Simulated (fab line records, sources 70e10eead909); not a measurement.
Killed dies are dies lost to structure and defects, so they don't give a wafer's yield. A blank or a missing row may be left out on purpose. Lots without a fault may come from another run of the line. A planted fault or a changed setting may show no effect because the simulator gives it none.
One fault seen from 2 desks | flow nand_harc | each desk has only its own numbers; what lay behind them comes last

THE METROLOGY DESK
What the gauges read, lot by lot, whatever tool the lot ran on: means of the sampled wafers that have a number. A lot is out of limits, marked OUT, if its mean lies more than 4 standard deviations from the usual mean; the brackets give that distance.
Columns: A = cd_nm at NHARC_A_BLC_CD_MEAS_10, usual 99.9 nm; B = cd_nm at NHARC_A_M0_CD_MEAS_09, usual 79.9 nm
lot  | first seen here | A     | B
L868 | day 22 12:06    | 100.3 | 79.9
L869 | day 22 15:10    | 100.4 | 79.8
L870 | day 23 01:40    | 99.5  | 79.4
L871 | day 24 05:41    | 100.6 | 80.2
L873 | day 24 08:30    | 100.3 | 79.1
L874 | day 25 02:05    | 99.4  | 79.9
L880 | day 27 10:42    | 99.4  | 74.0 (-11) OUT
L884 | day 29 05:13    | 99.7  | 76.6 (-6.1) OUT
L887 | day 29 21:18    | 100.0 | 80.4
L888 | day 30 13:53    | 101.1 | 80.2
L891 | day 31 10:33    | 99.3  | 79.4
This desk's finding: out of limits on L880, L884; first on L880, day 27 14:47 (cd_nm at NHARC_A_M0_CD_MEAS_09). In limits: L868, L869, L870, L871, L873, L874, L887, L888, L891.

THE TOOL OWNER'S DESK: arfi_scanner-02
The tool's own readings at NHARC_A_M0_EXPOSE_06 (exposes mask A M0, target cd 80 nm): means of the sampled wafers that have a number, for each lot that ran on this tool. A lot is out of limits, marked OUT, if its mean lies more than 4 standard deviations from the usual mean; the brackets give that distance.
Columns: A = exposure_dose_mJ_cm2 at NHARC_A_M0_EXPOSE_06, usual 83.26
lot  | first seen here | A
L869 | day 22 19:04    | 83.22
L871 | day 24 10:10    | 83.26
L873 | day 24 12:25    | 83.16
L874 | day 25 05:52    | 83.14
L880 | day 27 14:40    | 77.26 (-70) OUT
L884 | day 29 09:59    | 78.44 (-56) OUT
This desk's finding: out of limits on L880, L884; first on L880, day 27 14:40 (exposure_dose_mJ_cm2 at NHARC_A_M0_EXPOSE_06). In limits: L869, L871, L873, L874.

PUT TOGETHER
The tool owner's desk could have raised an alarm at day 27 14:40, on L880, L884.
The metrology desk could have raised an alarm at day 27 14:47, on L880, L884.
Of the lots named, all ran NHARC_A_M0_EXPOSE_06 on arfi_scanner-02.

WHAT THE SIMULATOR HAD PUT IN
Process parameter drift: arfi_scanner-02, from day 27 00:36 on, at NHARC_A_M0_EXPOSE_06. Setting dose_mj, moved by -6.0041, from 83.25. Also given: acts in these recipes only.
Lots struck among those shown: L880, L884.
Hours from the fault's start to each desk's first reading out of limits: the tool owner's desk, 14; the metrology desk, 14.
